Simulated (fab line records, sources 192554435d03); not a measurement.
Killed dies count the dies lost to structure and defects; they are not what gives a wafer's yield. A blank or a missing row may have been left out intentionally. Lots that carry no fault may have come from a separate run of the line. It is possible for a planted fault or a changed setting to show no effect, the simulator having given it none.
Chamber matching | flow n5_finfet | N5_BEOL_M0_SAQP_ETCH_73 on rie_diel-01 has 4 sister chambers
The step etches SiARC in CF4, target depth 19.5 nm, time 32.5 s. 24 wafers are shown with their chamber, then 12 later ones without.

== EACH WAFER AND ITS CHAMBER ==
wafer  | chamber | showerhead_plenum_p_Torr (Torr) | throttle_valve_pct (%) | drypump_motor_current_A (A)
L077.1 | 1       | 2.27                            | 15.0                   | 5.8
L077.2 | 3       | 2.12                            | 15.7                   | 5.3
L077.3 | 0       | 2.16                            | 15.4                   | 6.4
L077.4 | 2       | 2.18                            | 15.4                   | 5.7
L077.5 | 1       | 2.27                            | 15.0                   | 5.8
L077.6 | 0       | 2.16                            | 15.4                   | 6.5
L078.1 | 1       | 2.27                            | 15.0                   | 5.7
L078.2 | 2       | 2.18                            | 15.4                   | 5.7
L078.3 | 3       | 2.12                            | 15.7                   | 5.4
L078.4 | 0       | 2.16                            | 15.4                   | 6.4
L078.5 | 3       | 2.12                            | 15.7                   | 5.4
L078.6 | 2       | 2.18                            | 15.4                   | 5.7
L079.3 | 3       | 2.12                            | 15.7                   | 5.4
L079.4 | 1       | 2.27                            | 15.0                   | 5.8
L079.6 | 1       | 2.27                            | 15.0                   | 5.8
L081.2 | 3       | 2.12                            | 15.7                   | 5.4
L081.4 | 2       | 2.18                            | 15.4                   | 5.7
L081.5 | 1       | 2.27                            | 15.0                   | 5.8
L083.3 | 1       | 2.27                            | 15.0                   | 5.7
L083.5 | 1       | 2.27                            | 15.0                   | 5.8
L083.6 | 0       | 2.16                            | 15.4                   | 6.4
L087.1 | 0       | 2.15                            | 15.4                   | 6.4
L087.2 | 1       | 2.26                            | 15.1                   | 5.8
L087.3 | 2       | 2.17                            | 15.5                   | 5.7

SIGNATURES (means of the wafers above)
reading                  | chamber 0 | chamber 1 | chamber 2 | chamber 3 | scatter within a chamber
showerhead_plenum_p_Torr | 2.1580    | 2.2689    | 2.1780    | 2.1200    | 0.00353
throttle_valve_pct       | 15.400    | 15.011    | 15.420    | 15.700    | 0.0291
drypump_motor_current_A  | 6.420     | 5.778     | 5.700     | 5.380     | 0.0397
Rule: distance of a wafer from a chamber = root of the sum over the readings of ((wafer's reading minus chamber's mean) / reading's scatter) squared. The wafer belongs to the nearest chamber; if the next one is less than 2 further off, it can't be placed. The scatter is the square root of a quotient: the sum, over the shown wafers, of each reading's squared deviation from its chamber's mean, divided by wafers minus chambers.

== WAFERS WITHOUT THEIR CHAMBER ==
wafer  | showerhead_plenum_p_Torr (Torr) | throttle_valve_pct (%) | drypump_motor_current_A (A)
L087.4 | 2.11                            | 15.2                   | 5.4
L087.5 | 2.17                            | 15.4                   | 5.7
L087.6 | 2.26                            | 15.1                   | 5.8
L090.3 | 2.11                            | 15.2                   | 5.3
L090.4 | 2.26                            | 15.1                   | 5.8
L090.6 | 2.15                            | 15.4                   | 6.5
L088.2 | 2.17                            | 15.4                   | 5.7
L088.3 | 2.26                            | 15.1                   | 5.8
L088.5 | 2.17                            | 15.5                   | 5.7
L095.2 | 2.17                            | 15.5                   | 5.7
L095.3 | 2.11                            | 15.2                   | 5.4
L095.4 | 2.26                            | 15.1                   | 5.8

== WHICH CHAMBER EACH ONE RAN IN ==
wafer  | from the rows above | in truth
L087.4 | 3                   | 3
L087.5 | 2                   | 2
L087.6 | 1                   | 1
L090.3 | 3                   | 3
L090.4 | 1                   | 1
L090.6 | 0                   | 0
L088.2 | 2                   | 2
L088.3 | 1                   | 1
L088.5 | 2                   | 2
L095.2 | 2                   | 2
L095.3 | 3                   | 3
L095.4 | 1                   | 1
Correct placement for 12 of the 12. From these rows, 0 cannot be placed. 0 placed wrongly.
